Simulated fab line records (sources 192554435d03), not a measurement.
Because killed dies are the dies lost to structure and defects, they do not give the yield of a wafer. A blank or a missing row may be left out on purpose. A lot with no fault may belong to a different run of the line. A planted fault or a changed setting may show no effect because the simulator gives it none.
fab line records / flow n5-finfet
[record] lots = 5 wafers = 12 last-day = 17
route steps=1938 shown MOL_CONTACT_COAG@626 BEOL_M0_SAQP@632 BEOL_M4@1111
lots that met no fault: from a run of the same line without faults
start-h: the number of hours between the record's first day and the start of the first shown wafer of the lot / wait-h: hours elapsed since this lot's preceding step / " identical to the entry in the row above / L1.1+2: one row covering several wafers at once / - no value, or no start given / * or withheld: withheld / < > ~ a bound
route shown NAME@n: a module of which the file shows steps, and the number in the route of the first / usual: the fault-free wafers' mean and standard deviation / same: alike in all rows / chamber/n: place in a boat / sites: per-site readings / _std_site: the values' standard deviation / _edge_site: outer sites' mean less inner sites' / radius-mm: for every site, how far away it sits from the centre of the wafer / mask NAME#n: copy n / behind: the tool/chamber that last shaped the wafer / hold: reason for holding the lot/hours on hold/outcome of the hold / device: the transistor (n, p or np) that didn't switch / end of line: tests of these same wafers at the route's end / step lacking rows: just its recipe / killed: at the first sort, the dies lost to defects and structure; wafer yield is something else / map: per-die view of a wafer (x killed, . not killed, _ where there is no die)
set.NAME: the setting as run; set.NAME@STEP: as run at that earlier step / model.NAME: the simulator's own value behind a step, which no gauge read
a table for each step, a row for each wafer; lots at some steps of the route
services: when a tool's chamber went out of use (start-h, in hours from the record's first day, below 0 if earlier), for how many hours, and the reason
[[steps]]
[step N5_MOL_CONTACT_COAG_SRD_128]
[recipe] dry-time-s = 32 dry = n2-spin spin-rpm = 1500
[step N5_MOL_CONTACT_COAG_CMP_52]
[recipe] stop-on = SiO2 t-overpolish-s = 1.5 post-cmp-clean = w-dilute-nh4oh down-force-psi = 4 platen-rpm = 50.289 pad-velocity-m-s = 1.0006 target-thk-nm = 66.5
[step N5_MOL_CONTACT_COAG_ANNEAL_112]
[recipe] temp-c = 400 time-s = 1800 ambient = HPD2 pressure-atm = 10
[step N5_BEOL_M0_SAQP_PECVD_00]
[recipe] material = SiCN target-thk-a = 80 temp-c = withheld precursor = 3MS/NH3 pressure-torr = 3 rf-w = 202 time-s = 14
[step N5_BEOL_M0_SAQP_ILD_DEP_01]
[recipe] material = SiOC target-thk-a = 454.19 temp-c = 350 precursor = DEMS/O2 pressure-torr = 5 rf-w = 500 time-s = 8.7
[step N5_BEOL_M0_SAQP_HM_DEP_02]
[recipe] material = TiN target-thk-a = 120 temp-c = 25 chamber-pressure-pa = 0.49996
[step N5_BEOL_M0_SAQP_PECVD_03]
[recipe] material = SiCN target-thk-a = 120 temp-c = withheld precursor = 3MS/NH3 pressure-torr = 3 rf-w = 202 time-s = 21.1
[step N5_BEOL_M0_SAQP_PECVD_96]
[recipe] material = a-Si target-thk-a = 450 temp-c = 350 precursor = SiH4/He pressure-torr = 3 rf-w = 100 time-s = 45.2
[step N5_BEOL_M0_SAQP_PECVD_97]
[recipe] material = SiNx target-thk-a = 230 temp-c = 350 precursor = SiH4/NH3/N2 pressure-torr = 1.5 rf-w = 300 time-s = 19.9
[step N5_BEOL_M0_SAQP_PECVD_04]
[recipe] material = a-Si target-thk-a = 600 temp-c = 350 precursor = SiH4/He pressure-torr = 3 rf-w = 100 time-s = 60.2
[usual] heater-power-outer-w = 358/40 heater-power-w = 628/52 showerhead-plenum-p-Torr = 5.67/0.056 throttle-valve-pct = 18.0/1.1
lot.wafer=L849.2 tool=pecvd-04 chamber=2 start-h=178.62 wait-h=0.0 heater-power-outer-w=359 heater-power-w=616 showerhead-plenum-p-Torr=5.69 throttle-valve-pct=15.8 model.a-Si_of_BEOL_M0_SAQP_PECVD_04.thk-nm=60
lot.wafer=L849.4 tool=pecvd-04 chamber=1 start-h=178.62 wait-h=0.0 heater-power-outer-w=351 heater-power-w=635 showerhead-plenum-p-Torr=5.75 throttle-valve-pct=18.1 model.a-Si_of_BEOL_M0_SAQP_PECVD_04.thk-nm=60.2
lot.wafer=L849.6 tool=pecvd-04 chamber=0 start-h=178.62 wait-h=0.0 heater-power-outer-w=440 heater-power-w=719 showerhead-plenum-p-Torr=5.65 throttle-valve-pct=18.9 model.a-Si_of_BEOL_M0_SAQP_PECVD_04.thk-nm=60.8
lot.wafer=L855.1 tool=pecvd-04 chamber=1 start-h=209.63 wait-h=0.0 heater-power-outer-w=362 heater-power-w=658 showerhead-plenum-p-Torr=5.76 throttle-valve-pct=17.9 model.a-Si_of_BEOL_M0_SAQP_PECVD_04.thk-nm=58.8
lot.wafer=L855.5 tool=pecvd-04 chamber=0 start-h=209.63 wait-h=0.0 heater-power-outer-w=415 heater-power-w=673 showerhead-plenum-p-Torr=5.68 throttle-valve-pct=18.9 model.a-Si_of_BEOL_M0_SAQP_PECVD_04.thk-nm=77.2
lot.wafer=L856.3 tool=pecvd-04 chamber=2 start-h=219.56 wait-h=0.0 heater-power-outer-w=313 heater-power-w=560 showerhead-plenum-p-Torr=5.69 throttle-valve-pct=16.0 model.a-Si_of_BEOL_M0_SAQP_PECVD_04.thk-nm=58.2
lot.wafer=L856.6 tool=pecvd-04 chamber=1 start-h=219.56 wait-h=0.0 heater-power-outer-w=365 heater-power-w=656 showerhead-plenum-p-Torr=5.75 throttle-valve-pct=17.9 model.a-Si_of_BEOL_M0_SAQP_PECVD_04.thk-nm=76.8
lot.wafer=L858.1 tool=pecvd-04 chamber=1 start-h=233.35 wait-h=0.0 heater-power-outer-w=383 heater-power-w=687 showerhead-plenum-p-Torr=5.74 throttle-valve-pct=18.0 model.a-Si_of_BEOL_M0_SAQP_PECVD_04.thk-nm=59.4
lot.wafer=L858.5 tool=pecvd-04 chamber=2 start-h=233.35 wait-h=0.0 heater-power-outer-w=319 heater-power-w=556 showerhead-plenum-p-Torr=5.69 throttle-valve-pct=16.1 model.a-Si_of_BEOL_M0_SAQP_PECVD_04.thk-nm=76.8
lot.wafer=L861.1 tool=pecvd-03 chamber=0 start-h=250.31 wait-h=0.0 heater-power-outer-w=286 heater-power-w=530 showerhead-plenum-p-Torr=5.69 throttle-valve-pct=18.7 model.a-Si_of_BEOL_M0_SAQP_PECVD_04.thk-nm=60.2
lot.wafer=L861.4 tool=pecvd-03 chamber=1 start-h=250.31 wait-h=0.0 heater-power-outer-w=389 heater-power-w=617 showerhead-plenum-p-Torr=5.75 throttle-valve-pct=18.4 model.a-Si_of_BEOL_M0_SAQP_PECVD_04.thk-nm=60.6
lot.wafer=L861.6 tool=pecvd-03 chamber=0 start-h=250.31 wait-h=0.0 heater-power-outer-w=288 heater-power-w=534 showerhead-plenum-p-Torr=5.68 throttle-valve-pct=18.6 model.a-Si_of_BEOL_M0_SAQP_PECVD_04.thk-nm=60.6
[step N5_BEOL_M0_SAQP_THK_MEAS_05]
[usual] thk-nm = 59.9/0.79
lot.wafer=L849.2 tool=film-metro-01 chamber=- start-h=178.71 wait-h=0.1 thk-nm=60.0
lot.wafer=L849.4 tool=film-metro-01 chamber=- start-h=178.71 wait-h=0.1 thk-nm=60.2
lot.wafer=L849.6 tool=film-metro-01 chamber=- start-h=178.71 wait-h=0.1 thk-nm=60.7
lot.wafer=L855.1 tool=film-metro-01 chamber=- start-h=209.72 wait-h=0.1 thk-nm=58.8
lot.wafer=L855.5 tool=film-metro-01 chamber=- start-h=209.72 wait-h=0.1 thk-nm=77.3
lot.wafer=L856.3 tool=film-metro-02 chamber=- start-h=219.66 wait-h=0.1 thk-nm=58.1
lot.wafer=L856.6 tool=film-metro-02 chamber=- start-h=219.66 wait-h=0.1 thk-nm=76.8
lot.wafer=L858.1 tool=film-metro-01 chamber=- start-h=233.45 wait-h=0.1 thk-nm=59.3
lot.wafer=L858.5 tool=film-metro-01 chamber=- start-h=233.45 wait-h=0.1 thk-nm=76.7
lot.wafer=L861.1 tool=film-metro-02 chamber=- start-h=250.40 wait-h=0.1 thk-nm=60.1
lot.wafer=L861.4 tool=film-metro-02 chamber=- start-h=250.40 wait-h=0.1 thk-nm=60.5
lot.wafer=L861.6 tool=film-metro-02 chamber=- start-h=250.40 wait-h=0.1 thk-nm=60.5
[step N5_BEOL_M0_SAQP_HM_DEP_111]
[recipe] material = SiO2 target-thk-a = 120 temp-c = 400 precursor = SiH4/N2O pressure-torr = 0.75 rf-w = 275 time-s = 7.2
[step N5_BEOL_M0_SAQP_COAT_81]
[recipe] resist = SOC temp-c = 250 time-s = 60 spin-rpm = 1500 resist-thk-nm = 100
[step N5_BEOL_M0_SAQP_COAT_82]
[recipe] resist = SiARC temp-c = 220 time-s = 60 spin-rpm = 1500 resist-thk-nm = 30
[step N5_BEOL_M0_SAQP_COAT_08]
[recipe] resist = CAR-ArF spin-rpm = 1500 resist-thk-nm = 90
[step N5_BEOL_M0_SAQP_EBR_10]
[recipe] solvent = PGMEA ebr-width-mm = 1.5
[step N5_BEOL_M0_SAQP_SOFTBAKE_09]
[recipe] temp-c = 110 time-s = 60 resist = CAR-ArF
[step N5_BEOL_M0_SAQP_EXPOSE_11]
[recipe] mask-id = M0_CORE na = 1.35 source-shape = dipole sigma-inner = 0.538 sigma-outer = 0.738 polarization = te target-cd-nm = 42 dose-mj = 55
[step N5_BEOL_M0_SAQP_PEB_12]
[recipe] peb-temp-c = withheld peb-time-s = 60 resist = CAR-ArF
[step N5_BEOL_M0_SAQP_DEVELOP_13]
[recipe] develop-time-s = 30 developer = TMAH resist = CAR-ArF dev-temp-c = 23 rinse-liquid = diw dry = air-spin
[step N5_BEOL_M0_SAQP_DESCUM_19]
[recipe] chemistry = O2 time-s = 7.9 source-power-w = 50 bias-power-w = 20 pressure-mtorr = 20 rf-frequency-hz = 2.712e+07 temp-c = 40 resist = CAR-ArF o2-flow-sccm = 225
[step N5_BEOL_M0_SAQP_ETCH_83]
[recipe] chemistry = CF4 target = SiARC target-depth-a = 390 mask-material = CAR-ArF time-s = 65 ion-energy-ev = 80 pressure-mtorr = 40 source-w = 545 bias-w = 36 Ar_flow_sccm = 100 cf4-flow-sccm = 100 ends = cleared
[step N5_BEOL_M0_SAQP_ETCH_84]
[recipe] chemistry = N2/H2 target = SOC target-depth-a = 1000 overetch-a = 200 mask-material = SiARC temp-c = 40 time-s = 150 ion-energy-ev = 200 pressure-mtorr = 30 source-w = 840 bias-w = 150 n2-flow-sccm = 200 h2-flow-sccm = 200
[step N5_BEOL_M0_SAQP_STRIP_80]
[recipe] chemistry = N2/H2 temp-c = 40 n2-flow-sccm = 200 h2-flow-sccm = 200 rf-frequency-hz = 6e+07
[step N5_BEOL_M0_SAQP_HM_OPEN_112]
[recipe] chemistry = CHF3/O2 target = SiO2 stop-on = a-Si target-depth-a = 120 over-etch-frac = 1.25 mask-material = SOC time-s = 13.5 pressure-mtorr = 30 source-w = 650 bias-w = 170 Ar_flow_sccm = 200 CHF3_flow_sccm = 50 O2_flow_sccm = 5 ion-energy-ev = 200 ends = end-point
[step N5_BEOL_M0_SAQP_STRIP_113]
[recipe] chemistry = CHF3/O2 resist = SiARC rf-frequency-hz = 6e+07
[step N5_BEOL_M0_SAQP_MANDREL_ETCH_20]
[recipe] target-depth-a = 600 chemistry = HBr/Cl2 target = a-Si stop-on = SiNx bt-time-s = 10 mask-material = SOC over-etch-frac = 0.5 time-s = 30 pressure-mtorr = 10 icp-w = 800 bias-w = 75 HBr_flow_sccm = 150 Cl2_flow_sccm = 80 ends = end-point
[usual] drypump-motor-current-A = 5.9/0.42 oes-product-au = 0.769/0.015 throttle-valve-pct = 35.4/0.3
lot.wafer=L849.2 tool=rie-si-04 chamber=3 start-h=179.54 wait-h=0.0 drypump-motor-current-A=5.9 oes-product-au=0.772 rf-hours-counter-h=7 throttle-valve-pct=34.9 model.etch.depth-nm=60.04
lot.wafer=L849.4 tool=rie-si-04 chamber=2 start-h=179.54 wait-h=0.0 drypump-motor-current-A=5.9 oes-product-au=0.764 rf-hours-counter-h=5 throttle-valve-pct=35.6 model.etch.depth-nm=60.25
lot.wafer=L849.6 tool=rie-si-04 chamber=2 start-h=179.54 wait-h=0.0 drypump-motor-current-A=5.9 oes-product-au=0.764 rf-hours-counter-h=- throttle-valve-pct=35.6 model.etch.depth-nm=60.71
lot.wafer=L855.1 tool=rie-si-01 chamber=1 start-h=210.95 wait-h=0.0 drypump-motor-current-A=5.3 oes-product-au=0.769 rf-hours-counter-h=59 throttle-valve-pct=35.4 model.etch.depth-nm=58.81
lot.wafer=L855.5 tool=rie-si-01 chamber=1 start-h=210.95 wait-h=0.0 drypump-motor-current-A=5.3 oes-product-au=0.906 rf-hours-counter-h=- throttle-valve-pct=35.1 model.etch.depth-nm=77.3
lot.wafer=L856.3 tool=rie-si-04 chamber=3 start-h=220.40 wait-h=0.0 drypump-motor-current-A=6.0 oes-product-au=0.750 rf-hours-counter-h=8 throttle-valve-pct=35.0 model.etch.depth-nm=58.11
lot.wafer=L856.6 tool=rie-si-04 chamber=1 start-h=220.40 wait-h=0.0 drypump-motor-current-A=6.5 oes-product-au=0.889 rf-hours-counter-h=- throttle-valve-pct=35.2 model.etch.depth-nm=76.81
lot.wafer=L858.1 tool=rie-si-02 chamber=3 start-h=234.66 wait-h=0.0 drypump-motor-current-A=6.1 oes-product-au=0.776 rf-hours-counter-h=106 throttle-valve-pct=35.4 model.etch.depth-nm=59.33
lot.wafer=L858.5 tool=rie-si-02 chamber=1 start-h=234.66 wait-h=0.0 drypump-motor-current-A=6.1 oes-product-au=0.893 rf-hours-counter-h=- throttle-valve-pct=34.5 model.etch.depth-nm=76.72
lot.wafer=L861.1 tool=rie-si-04 chamber=1 start-h=251.53 wait-h=0.0 drypump-motor-current-A=6.5 oes-product-au=0.776 rf-hours-counter-h=50 throttle-valve-pct=35.4 model.etch.depth-nm=60.11
lot.wafer=L861.4 tool=rie-si-04 chamber=2 start-h=251.53 wait-h=0.0 drypump-motor-current-A=5.9 oes-product-au=0.762 rf-hours-counter-h=6 throttle-valve-pct=35.6 model.etch.depth-nm=60.49
lot.wafer=L861.6 tool=rie-si-04 chamber=3 start-h=251.53 wait-h=0.0 drypump-motor-current-A=6.0 oes-product-au=0.767 rf-hours-counter-h=- throttle-valve-pct=34.9 model.etch.depth-nm=60.5
[step N5_BEOL_M0_SAQP_STRIP_86]
[recipe] chemistry = N2/H2 power-w = 500 temp-c = 40 pressure-mtorr = 50 rf-frequency-hz = 6e+07 overash-fraction = 0.3 bias-power-w = 28 h2-frac = 0.5 n2-flow-sccm = 300 h2-flow-sccm = 300
[step N5_BEOL_M0_SAQP_STRIP_115]
[recipe] chemistry = post-etch-residue-remover time-s = 60 temp-c = 25 remover-ph = withheld remover-water-wt-pct = withheld remover-fluoride-wt-pct = withheld
[step N5_BEOL_M0_SAQP_SRD_93]
[recipe] dry = ipa-marangoni time-s = 30 temp-c = 23 rinse-liquid = diw
[step N5_BEOL_M0_SAQP_RECESS_114]
[recipe] chemistry = HF/NH3 target = SiO2 target-depth-a = 144 afs-cycles = 3 temp-c = 30 sublimation-temp-c = 180 sublimation-time-s = 60
[step N5_BEOL_M0_SAQP_SPACER1_ALD_98]
[recipe] material = SiO2 target-thk-a = 128 temp-c = 300 ald-precursor-family = BDEAS ald-co-reactant = O2-plasma pulse-time-s = 1 purge-time-s = 2 co-reactant-purge-time-s = 2 ald-cycles = 138 pressure-torr = 2
[step N5_BEOL_M0_SAQP_SPACER1_ETCHBACK_99]
[recipe] chemistry = CHF3/O2 mode = anisotropic-etchback target = SiO2 target-depth-a = 154 time-s = 7.7 pressure-mtorr = 30 source-w = 650 bias-w = 170 Ar_flow_sccm = 200 CHF3_flow_sccm = 50 O2_flow_sccm = 5 ion-energy-ev = 200
[usual] drypump-motor-current-A = 5.7/0.4 oes-product-au = 0.78/0.08 rf-vpp-V = 520/10 showerhead-plenum-p-Torr = 2.41/0.084 throttle-valve-pct = 18.95/0.21
lot.wafer=L849.2 tool=rie-diel-03 chamber=3 start-h=181.77 wait-h=0.3 drypump-motor-current-A=6.3 oes-product-au=0.81 rf-hours-counter-h=103 rf-vpp-V=511 showerhead-plenum-p-Torr=2.54 throttle-valve-pct=19.01 model.a-Si_of_BEOL_M0_SAQP_PECVD_04.thk-nm=59.4
lot.wafer=L849.4 tool=rie-diel-03 chamber=1 start-h=181.77 wait-h=0.3 drypump-motor-current-A=5.8 oes-product-au=0.97 rf-hours-counter-h=2 rf-vpp-V=506 showerhead-plenum-p-Torr=2.48 throttle-valve-pct=18.77 model.a-Si_of_BEOL_M0_SAQP_PECVD_04.thk-nm=59.6
lot.wafer=L849.6 tool=rie-diel-03 chamber=2 start-h=181.77 wait-h=0.3 drypump-motor-current-A=5.7 oes-product-au=0.85 rf-hours-counter-h=- rf-vpp-V=518 showerhead-plenum-p-Torr=2.43 throttle-valve-pct=18.83 model.a-Si_of_BEOL_M0_SAQP_PECVD_04.thk-nm=60
lot.wafer=L855.1 tool=rie-diel-03 chamber=1 start-h=212.04 wait-h=0.3 drypump-motor-current-A=5.8 oes-product-au=0.93 rf-hours-counter-h=11 rf-vpp-V=506 showerhead-plenum-p-Torr=2.47 throttle-valve-pct=18.79 model.a-Si_of_BEOL_M0_SAQP_PECVD_04.thk-nm=58.2
lot.wafer=L855.5 tool=rie-diel-03 chamber=0 start-h=212.04 wait-h=0.3 drypump-motor-current-A=5.4 oes-product-au=0.72 rf-hours-counter-h=- rf-vpp-V=524 showerhead-plenum-p-Torr=2.40 throttle-valve-pct=19.33 model.a-Si_of_BEOL_M0_SAQP_PECVD_04.thk-nm=76.6
lot.wafer=L856.3 tool=rie-diel-03 chamber=1 start-h=221.49 wait-h=0.3 drypump-motor-current-A=5.8 oes-product-au=0.94 rf-hours-counter-h=14 rf-vpp-V=506 showerhead-plenum-p-Torr=2.47 throttle-valve-pct=18.82 model.a-Si_of_BEOL_M0_SAQP_PECVD_04.thk-nm=57.4
lot.wafer=L856.6 tool=rie-diel-03 chamber=1 start-h=221.49 wait-h=0.3 drypump-motor-current-A=5.8 oes-product-au=0.94 rf-hours-counter-h=- rf-vpp-V=505 showerhead-plenum-p-Torr=2.47 throttle-valve-pct=18.79 model.a-Si_of_BEOL_M0_SAQP_PECVD_04.thk-nm=76.2
lot.wafer=L858.1 tool=rie-diel-03 chamber=1 start-h=235.86 wait-h=0.3 drypump-motor-current-A=5.8 oes-product-au=0.92 rf-hours-counter-h=18 rf-vpp-V=505 showerhead-plenum-p-Torr=2.47 throttle-valve-pct=18.82 model.a-Si_of_BEOL_M0_SAQP_PECVD_04.thk-nm=58.8
lot.wafer=L858.5 tool=rie-diel-03 chamber=0 start-h=235.86 wait-h=0.3 drypump-motor-current-A=5.4 oes-product-au=0.72 rf-hours-counter-h=- rf-vpp-V=522 showerhead-plenum-p-Torr=2.39 throttle-valve-pct=19.35 model.a-Si_of_BEOL_M0_SAQP_PECVD_04.thk-nm=76
lot.wafer=L861.1 tool=rie-diel-02 chamber=3 start-h=252.89 wait-h=0.3 drypump-motor-current-A=5.5 oes-product-au=0.72 rf-hours-counter-h=182 rf-vpp-V=541 showerhead-plenum-p-Torr=2.39 throttle-valve-pct=18.93 model.a-Si_of_BEOL_M0_SAQP_PECVD_04.thk-nm=59.4
lot.wafer=L861.4 tool=rie-diel-02 chamber=2 start-h=252.89 wait-h=0.3 drypump-motor-current-A=5.8 oes-product-au=0.67 rf-hours-counter-h=246 rf-vpp-V=531 showerhead-plenum-p-Torr=2.38 throttle-valve-pct=18.89 model.a-Si_of_BEOL_M0_SAQP_PECVD_04.thk-nm=59.8
lot.wafer=L861.6 tool=rie-diel-02 chamber=2 start-h=252.89 wait-h=0.3 drypump-motor-current-A=5.8 oes-product-au=0.67 rf-hours-counter-h=- rf-vpp-V=532 showerhead-plenum-p-Torr=2.38 throttle-valve-pct=18.88 model.a-Si_of_BEOL_M0_SAQP_PECVD_04.thk-nm=59.8
[step N5_BEOL_M0_SAQP_MANDREL1_REMOVE_100]
[recipe] chemistry = HBr/Cl2/O2 bt-time-s = 10 target = a-Si stop-on = SiNx endpoint = OES-SiCl over-etch-frac = 0.85 icp-w = 600 bias-w = 30 HBr_flow_sccm = 150 Cl2_flow_sccm = 80 O2_flow_sccm = 5 pressure-mtorr = 10
[step N5_BEOL_M4_RC_MEAS_101]
[usual] DIBL_N = 36.0/1.7 DIBL_P = 36.2/2.3 IOFF_N = 0.16/0.03 IOFF_P = 0.21/0.036 ION_N = 679/11 ION_P = 465/7.1 SS_N = 71.4/0.58 SS_P = 73.3/0.75 VT_N = 249/3.1 VT_P = -251/3.5
lot.wafer=L849.2 tool=prober-01 chamber=0 start-h=250.87 wait-h=0.2 DIBL_N[mV/V]=34.0 DIBL_P[mV/V]=34.2 IOFF_N[nA/um]=0.14 IOFF_P[nA/um]=0.19 ION_N[uA/um]=671 ION_P[uA/um]=466 SS_N[mV/dec]=70.7 SS_P[mV/dec]=72.8 VT_N[mV]=249 VT_P[mV]=-251
lot.wafer=L849.4 tool=prober-01 chamber=0 start-h=250.87 wait-h=0.2 DIBL_N[mV/V]=36.4 DIBL_P[mV/V]=37.2 IOFF_N[nA/um]=0.19 IOFF_P[nA/um]=0.24 ION_N[uA/um]=695 ION_P[uA/um]=475 SS_N[mV/dec]=72.4 SS_P[mV/dec]=73.2 VT_N[mV]=242 VT_P[mV]=-249
lot.wafer=L849.6 tool=prober-01 chamber=0 start-h=250.87 wait-h=0.2 DIBL_N[mV/V]=34.0 DIBL_P[mV/V]=33.4 IOFF_N[nA/um]=0.14 IOFF_P[nA/um]=0.19 ION_N[uA/um]=664 ION_P[uA/um]=460 SS_N[mV/dec]=71.7 SS_P[mV/dec]=72.7 VT_N[mV]=250 VT_P[mV]=-252
lot.wafer=L855.1 tool=prober-01 chamber=0 start-h=267.34 wait-h=0.0 DIBL_N[mV/V]=36.2 DIBL_P[mV/V]=35.9 IOFF_N[nA/um]=0.15 IOFF_P[nA/um]=0.17 ION_N[uA/um]=675 ION_P[uA/um]=463 SS_N[mV/dec]=70.9 SS_P[mV/dec]=73.1 VT_N[mV]=249 VT_P[mV]=-255
lot.wafer=L855.5 tool=prober-01 chamber=0 start-h=267.34 wait-h=0.0 DIBL_N[mV/V]=35.7 DIBL_P[mV/V]=34.8 IOFF_N[nA/um]=0.12 IOFF_P[nA/um]=0.16 ION_N[uA/um]=670 ION_P[uA/um]=453 SS_N[mV/dec]=71.0 SS_P[mV/dec]=73.3 VT_N[mV]=253 VT_P[mV]=-257
lot.wafer=L856.3 tool=prober-02 chamber=0 start-h=280.53 wait-h=0.3 DIBL_N[mV/V]=38.7 DIBL_P[mV/V]=39.9 IOFF_N[nA/um]=0.19 IOFF_P[nA/um]=0.25 ION_N[uA/um]=700 ION_P[uA/um]=474 SS_N[mV/dec]=72.0 SS_P[mV/dec]=74.0 VT_N[mV]=248 VT_P[mV]=-247
lot.wafer=L856.6 tool=prober-02 chamber=0 start-h=280.53 wait-h=0.3 DIBL_N[mV/V]=34.8 DIBL_P[mV/V]=34.9 IOFF_N[nA/um]=0.13 IOFF_P[nA/um]=0.17 ION_N[uA/um]=672 ION_P[uA/um]=462 SS_N[mV/dec]=70.9 SS_P[mV/dec]=72.3 VT_N[mV]=253 VT_P[mV]=-253
lot.wafer=L858.1 tool=prober-02 chamber=0 start-h=306.53 wait-h=0.0 DIBL_N[mV/V]=37.9 DIBL_P[mV/V]=39.8 IOFF_N[nA/um]=0.21 IOFF_P[nA/um]=0.26 ION_N[uA/um]=695 ION_P[uA/um]=467 SS_N[mV/dec]=71.0 SS_P[mV/dec]=75.0 VT_N[mV]=244 VT_P[mV]=-248
lot.wafer=L858.5 tool=prober-02 chamber=0 start-h=306.53 wait-h=0.0 DIBL_N[mV/V]=34.8 DIBL_P[mV/V]=34.9 IOFF_N[nA/um]=0.13 IOFF_P[nA/um]=0.17 ION_N[uA/um]=671 ION_P[uA/um]=462 SS_N[mV/dec]=71.1 SS_P[mV/dec]=73.1 VT_N[mV]=252 VT_P[mV]=-255
lot.wafer=L861.1 tool=prober-01 chamber=0 start-h=316.23 wait-h=0.0 DIBL_N[mV/V]=35.8 DIBL_P[mV/V]=36.5 IOFF_N[nA/um]=0.16 IOFF_P[nA/um]=0.20 ION_N[uA/um]=687 ION_P[uA/um]=467 SS_N[mV/dec]=71.9 SS_P[mV/dec]=73.4 VT_N[mV]=248 VT_P[mV]=-253
lot.wafer=L861.4 tool=prober-01 chamber=0 start-h=316.23 wait-h=0.0 DIBL_N[mV/V]=39.2 DIBL_P[mV/V]=39.4 IOFF_N[nA/um]=0.20 IOFF_P[nA/um]=0.24 ION_N[uA/um]=691 ION_P[uA/um]=462 SS_N[mV/dec]=72.5 SS_P[mV/dec]=74.7 VT_N[mV]=247 VT_P[mV]=-251
lot.wafer=L861.6 tool=prober-01 chamber=0 start-h=316.23 wait-h=0.0 DIBL_N[mV/V]=34.0 DIBL_P[mV/V]=33.5 IOFF_N[nA/um]=0.12 IOFF_P[nA/um]=0.16 ION_N[uA/um]=667 ION_P[uA/um]=455 SS_N[mV/dec]=71.1 SS_P[mV/dec]=72.7 VT_N[mV]=251 VT_P[mV]=-255
[[services]]
tool=rie-si-04 chamber=- start-h=181.82 hours=0.2 kind=repair
tool=pecvd-03 chamber=1 start-h=184.01 hours=5.0 kind=scheduled-down
tool=rie-diel-02 chamber=- start-h=197.02 hours=0.7 kind=repair
tool=rie-diel-02 chamber=1 start-h=204.40 hours=10.7 kind=repair
tool=rie-si-02 chamber=2 start-h=205.25 hours=4.3 kind=repair
tool=rie-si-04 chamber=1 start-h=221.61 hours=23.3 kind=repair
tool=rie-si-01 chamber=2 start-h=222.73 hours=8.1 kind=repair
tool=rie-diel-03 chamber=0 start-h=239.43 hours=7.2 kind=repair
[[key]]
[first-sign] step = N5_BEOL_M0_SAQP_THK_MEAS_05 reading = thk-nm direction = up sigmas = 22 usual = * struck = *
[effect] step = N5_BEOL_M0_SAQP_MANDREL_ETCH_20 reading = oes-product-au direction = up sigmas = 8.5 usual = 0.769 struck = 0.896
[model-effect] step = N5_BEOL_M0_SAQP_PECVD_04 value = a-Si_of_BEOL_M0_SAQP_PECVD_04.thk-nm without = 59.93 struck = 76.93
[model-effect] step = N5_BEOL_M0_SAQP_MANDREL_ETCH_20 value = etch.depth-nm without = 59.93 struck = 76.94
[model-effect] step = N5_BEOL_M0_SAQP_SPACER1_ETCHBACK_99 value = a-Si_of_BEOL_M0_SAQP_PECVD_04.thk-nm without = 59.27 struck = 76.27
met-at N5_BEOL_M0_SAQP_PECVD_04
struck-wafers L855.5,L856.6,L858.5
onset-between 178.62 209.63
[fault] kind = process-parameter-drift tool = pecvd-04 chamber = - onset-h = 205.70 steps = N5_BEOL_M0_SAQP_PECVD_04 channel = time-s offset = * shape = step end-h = 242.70 scope = struck-wafers-only acts-in = * stated = *
